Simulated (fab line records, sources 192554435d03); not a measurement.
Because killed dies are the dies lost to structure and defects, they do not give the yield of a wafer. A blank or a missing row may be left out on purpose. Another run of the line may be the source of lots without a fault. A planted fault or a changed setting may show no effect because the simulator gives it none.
Comparing a struck lot with a sound one :: flow n5_finfet :: 16 steps out of a route of 1938
Sound: the wafers L894.1, L894.2, L894.5. Wafers L905.1, L905.3, L905.4 were the ones struck. Last of all comes the cause.
Each step with rows lists, per side, the tool, then ch with its chambers, then its first start. Under that, the readings that differ: sound wafers :: struck wafers :: difference of the means :: sigmas: that difference in standard deviations of wafers without a fault.
alike: readings whose means differ by less than 2 such deviations, and words and numbers that are the same on both sides. not compared: withheld readings, readings that some wafer has no value for, bounds like >300 that may hide the same value, and numbers for which the record gives no deviation and whose values overlap.
Wherever a step has rows on one side only, a row that says differs or no value, or a row with sigmas, the two part there. Numbers that don't overlap but have no deviation are shown without sigmas and don't part them. Lack of a reading on every wafer of one side parts them only where that side has two or more wafers.

first, 3 steps without rows for these wafers: N5_BEOL_M2_CVD_47 (deposits Co from CCTBA/H2, target thk 3 nm, time 223.8 s); N5_BEOL_M2_SPUTTER_48 (material Cu, target thk 4.5 nm, time 8.29 s); N5_BEOL_M2_ANNEAL_49 (time 240 s).
N5_BEOL_M2_SPUTTER_79: material Cu, target thk 4.5 nm, time 8.29 s.
  sound on pvd_sputter-02 at day 7 15:20; struck on pvd_sputter-02 at day 10 10:17
  alike: throttle_valve_pct
then, 4 steps without rows for these wafers: N5_BEOL_M2_ANNEAL_80 (time 240 s); N5_BEOL_M2_SPUTTER_81 (material Cu, target thk 4.5 nm, time 8.29 s); N5_BEOL_M2_ANNEAL_82 (time 240 s); N5_BEOL_M2_SPUTTER_86 (material Cu, target thk 4.5 nm, time 8.29 s).
N5_BEOL_M2_ANNEAL_87: time 240 s.
  sound on pvd_sputter-02 at day 7 15:52; struck on pvd_sputter-02 at day 10 10:48
  alike: heater_power_w, susceptor_temp_C
N5_BEOL_M2_SPUTTER_88: material Cu, target thk 4.5 nm, time 8.29 s.
  sound on pvd_sputter-02 at day 7 16:00; struck on pvd_sputter-02 at day 10 10:56
  alike: throttle_valve_pct
N5_BEOL_M2_ANNEAL_89: time 240 s.
  sound on pvd_sputter-02 at day 7 16:05; struck on pvd_sputter-02 at day 10 11:01
  alike: heater_power_w, susceptor_temp_C
then, 1 step without rows for these wafers: N5_BEOL_M2_SPUTTER_90 (material Cu, target thk 4.5 nm, time 8.29 s).
N5_BEOL_M2_ANNEAL_91: time 240 s.
  sound on pvd_sputter-02 at day 7 16:18; struck on pvd_sputter-02 at day 10 11:14
  no value came back on the struck wafers for heater_power_w (W), susceptor_temp_C (C); on the sound wafers heater_power_w (W) reads 692 1065 1013
N5_BEOL_M2_SPUTTER_92: material Cu, target thk 4.5 nm, time 8.29 s.
  sound on pvd_sputter-02 at day 7 16:26; struck on pvd_sputter-02 at day 10 11:23
  alike: throttle_valve_pct
N5_BEOL_M4_RC_MEAS_101:
  sound on prober-02 ch 0, day 8 13:54; struck on prober-01 ch 0, day 11 09:43
  alike: DIBL_N, DIBL_P, IOFF_N, IOFF_P, ION_N, ION_P, SS_N, SS_P, VT_N, VT_P
-- here the record skips 4 days between the struck wafers' starts before and after, leaving off in module BEOL_M4 and picking up in module PASSIVATION (first step shown: number 1936 of the route) --
N5_PASSIVATION_PROBE_49:
  record: rows for the struck wafers here (prober-01, day 15 10:17), none for the sound ones

## WHERE THEY PART
At N5_BEOL_M2_ANNEAL_91 first; at N5_PASSIVATION_PROBE_49 last (within this record only).

WHY: what had been put in by the simulator
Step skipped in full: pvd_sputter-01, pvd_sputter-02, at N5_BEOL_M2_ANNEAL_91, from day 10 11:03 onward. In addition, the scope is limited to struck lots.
